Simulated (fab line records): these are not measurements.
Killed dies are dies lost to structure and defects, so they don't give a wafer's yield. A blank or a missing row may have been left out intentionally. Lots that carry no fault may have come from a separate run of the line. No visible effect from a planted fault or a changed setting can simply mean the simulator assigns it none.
Matching of chambers || flow n5_finfet || cmp-02 running N5_BEOL_M1_CMP_52: 4 sister chambers
The step polishes, stops on SiOC, t overpolish 6.8 s, target thk 40 nm. 18 wafers are shown with their chamber, then 9 later ones without.

EACH WAFER AND ITS CHAMBER
{"wafer": "L075.3", "chamber": 3, "motor_current_A (A)": 6.0, "time_to_endpoint_s (s)": 60, "barrier_field_endpoint_s (s)": 25.5}
{"wafer": "L075.4", "chamber": 0, "motor_current_A (A)": 6.6, "time_to_endpoint_s (s)": 60, "barrier_field_endpoint_s (s)": 24.4}
{"wafer": "L075.5", "chamber": 3, "motor_current_A (A)": 6.2, "time_to_endpoint_s (s)": 63, "barrier_field_endpoint_s (s)": 24.9}
{"wafer": "L076.1", "chamber": 3, "motor_current_A (A)": 6.4, "time_to_endpoint_s (s)": 61, "barrier_field_endpoint_s (s)": 25.1}
{"wafer": "L076.2", "chamber": 0, "motor_current_A (A)": 6.3, "time_to_endpoint_s (s)": 61, "barrier_field_endpoint_s (s)": 25.6}
{"wafer": "L076.3", "chamber": 2, "motor_current_A (A)": 4.6, "time_to_endpoint_s (s)": 64, "barrier_field_endpoint_s (s)": 25.5}
{"wafer": "L077.3", "chamber": 0, "motor_current_A (A)": 6.6, "time_to_endpoint_s (s)": 63, "barrier_field_endpoint_s (s)": 25.9}
{"wafer": "L077.4", "chamber": 2, "motor_current_A (A)": 5.1, "time_to_endpoint_s (s)": 67, "barrier_field_endpoint_s (s)": 25.5}
{"wafer": "L077.5", "chamber": 1, "motor_current_A (A)": 6.6, "time_to_endpoint_s (s)": 71, "barrier_field_endpoint_s (s)": 26.7}
{"wafer": "L078.1", "chamber": 1, "motor_current_A (A)": 6.5, "time_to_endpoint_s (s)": 71, "barrier_field_endpoint_s (s)": 26.3}
{"wafer": "L078.3", "chamber": 0, "motor_current_A (A)": 6.3, "time_to_endpoint_s (s)": 64, "barrier_field_endpoint_s (s)": 26.3}
{"wafer": "L078.4", "chamber": 2, "motor_current_A (A)": 4.8, "time_to_endpoint_s (s)": 64, "barrier_field_endpoint_s (s)": 25.8}
{"wafer": "L085.1", "chamber": 1, "motor_current_A (A)": 6.9, "time_to_endpoint_s (s)": 69, "barrier_field_endpoint_s (s)": 26.0}
{"wafer": "L085.2", "chamber": 3, "motor_current_A (A)": 6.2, "time_to_endpoint_s (s)": 62, "barrier_field_endpoint_s (s)": 24.5}
{"wafer": "L085.6", "chamber": 3, "motor_current_A (A)": 6.2, "time_to_endpoint_s (s)": 62, "barrier_field_endpoint_s (s)": 24.7}
{"wafer": "L084.3", "chamber": 1, "motor_current_A (A)": 6.2, "time_to_endpoint_s (s)": 67, "barrier_field_endpoint_s (s)": 25.8}
{"wafer": "L084.5", "chamber": 2, "motor_current_A (A)": 4.7, "time_to_endpoint_s (s)": 63, "barrier_field_endpoint_s (s)": 24.9}
{"wafer": "L084.6", "chamber": 3, "motor_current_A (A)": 5.8, "time_to_endpoint_s (s)": 61, "barrier_field_endpoint_s (s)": 24.5}

SIGNATURES, as means of the wafers listed above
{"reading": "motor_current_A", "chamber 0": 6.450, "chamber 1": 6.550, "chamber 2": 4.800, "chamber 3": 6.133, "scatter within a chamber": 0.223}
{"reading": "time_to_endpoint_s", "chamber 0": 62.00, "chamber 1": 69.50, "chamber 2": 64.50, "chamber 3": 61.50, "scatter within a chamber": 1.59}
{"reading": "barrier_field_endpoint_s", "chamber 0": 25.550, "chamber 1": 26.200, "chamber 2": 25.425, "chamber 3": 24.867, "scatter within a chamber": 0.511}
Rule: a wafer's distance from a chamber is the root of the sum, over the readings, of the square of ((its reading less the chamber's mean) divided by the reading's scatter). The wafer belongs to the nearest chamber; if the next one is less than 2 further off, it can't be placed. How the scatter is found: for the shown wafers, subtract from each reading the mean of its chamber, square and add these, divide the total by (wafers less chambers), then take the root.

WAFERS WITH NO CHAMBER GIVEN
{"wafer": "L086.3", "motor_current_A (A)": 5.8, "time_to_endpoint_s (s)": 63, "barrier_field_endpoint_s (s)": 25.5}
{"wafer": "L086.4", "motor_current_A (A)": 6.5, "time_to_endpoint_s (s)": 71, "barrier_field_endpoint_s (s)": 25.4}
{"wafer": "L086.5", "motor_current_A (A)": 6.6, "time_to_endpoint_s (s)": 72, "barrier_field_endpoint_s (s)": 26.4}
{"wafer": "L088.1", "motor_current_A (A)": 5.2, "time_to_endpoint_s (s)": 59, "barrier_field_endpoint_s (s)": 25.1}
{"wafer": "L088.2", "motor_current_A (A)": 6.7, "time_to_endpoint_s (s)": 66, "barrier_field_endpoint_s (s)": 25.3}
{"wafer": "L088.5", "motor_current_A (A)": 4.7, "time_to_endpoint_s (s)": 61, "barrier_field_endpoint_s (s)": 24.8}
{"wafer": "L097.2", "motor_current_A (A)": 6.5, "time_to_endpoint_s (s)": 63, "barrier_field_endpoint_s (s)": 24.4}
{"wafer": "L097.4", "motor_current_A (A)": 6.3, "time_to_endpoint_s (s)": 57, "barrier_field_endpoint_s (s)": 24.0}
{"wafer": "L097.5", "motor_current_A (A)": 6.4, "time_to_endpoint_s (s)": 58, "barrier_field_endpoint_s (s)": 23.8}

CHAMBER TAKEN BY EACH
{"wafer": "L086.3", "from the rows above": "can't be placed: 3 or 0", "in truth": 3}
{"wafer": "L086.4", "from the rows above": 1, "in truth": 1}
{"wafer": "L086.5", "from the rows above": 1, "in truth": 1}
{"wafer": "L088.1", "from the rows above": "can't be placed: 2 or 3", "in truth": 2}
{"wafer": "L088.2", "from the rows above": "can't be placed: 0 or 1 or 3", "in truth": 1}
{"wafer": "L088.5", "from the rows above": 2, "in truth": 2}
{"wafer": "L097.2", "from the rows above": "can't be placed: 3 or 0", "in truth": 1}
{"wafer": "L097.4", "from the rows above": "can't be placed: 3 or 0", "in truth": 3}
{"wafer": "L097.5", "from the rows above": "can't be placed: 3 or 0", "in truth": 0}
Correctly placed: 3 of 9. Can't be placed from these rows: 6 (the true chamber is among the candidates in 5). Wrongly placed: 0.
